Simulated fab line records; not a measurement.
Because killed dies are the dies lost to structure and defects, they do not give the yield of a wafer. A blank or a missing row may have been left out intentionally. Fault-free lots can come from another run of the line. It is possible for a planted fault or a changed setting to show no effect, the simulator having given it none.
Matching of chambers	flow nandHarc	4 sister chambers for NHARC_P_CONTACT_CMP_24 on cmp-04
The step polishes, t overpolish 30 s, target thk 200 nm. 4 wafers are shown with their chamber, then 10 later ones without.

== EACH WAFER AND ITS CHAMBER ==
wafer	chamber	motorCurrentA (A)
L080.1	2	12.6
L080.3	1	13.3
L081.1	0	12.6
L081.2	3	13.7

== WAFERS WITH NO CHAMBER GIVEN ==
wafer	motorCurrentA (A)
L081.3	13.1
L089.2	13.8
L089.3	12.6
L089.6	12.1
L092.1	12.7
L092.2	13.1
L092.5	14.8
L096.1	14.4
L096.3	12.9
L096.4	12.4

== EACH ONE'S CHAMBER ==
wafer	from the rows above	in truth
L081.3	can't be placed: 1 or 0 or 2 or 3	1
L089.2	can't be placed: 3 or 1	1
L089.3	can't be placed: 0 or 2 or 1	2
L089.6	can't be placed: 0 or 2 or 1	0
L092.1	can't be placed: 0 or 2 or 1 or 3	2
L092.2	can't be placed: 1 or 0 or 2 or 3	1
L092.5	can't be placed: 3 or 1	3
L096.1	can't be placed: 3 or 1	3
L096.3	can't be placed: 0 or 2 or 1 or 3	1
L096.4	can't be placed: 0 or 2 or 1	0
Correct placement for 0 of the 10. Unplaceable from these rows: 10, with the true chamber sitting among the candidates in 10. Placed wrongly: 0.
How it was worked out, from the rows above alone: a wafer's distance from a chamber is the root of the sum, over the readings, of the square of ((its reading less the chamber's mean) divided by the reading's scatter). If the next closest chamber is less than 2 further off than the closest, the wafer can't be placed; otherwise it belongs to the closest. For every chamber, the mean is computed from those of its wafers that are shown. The scatter: with one shown wafer a chamber, the root of the mean of the squares of how far each hidden wafer lies from its nearest shown one.
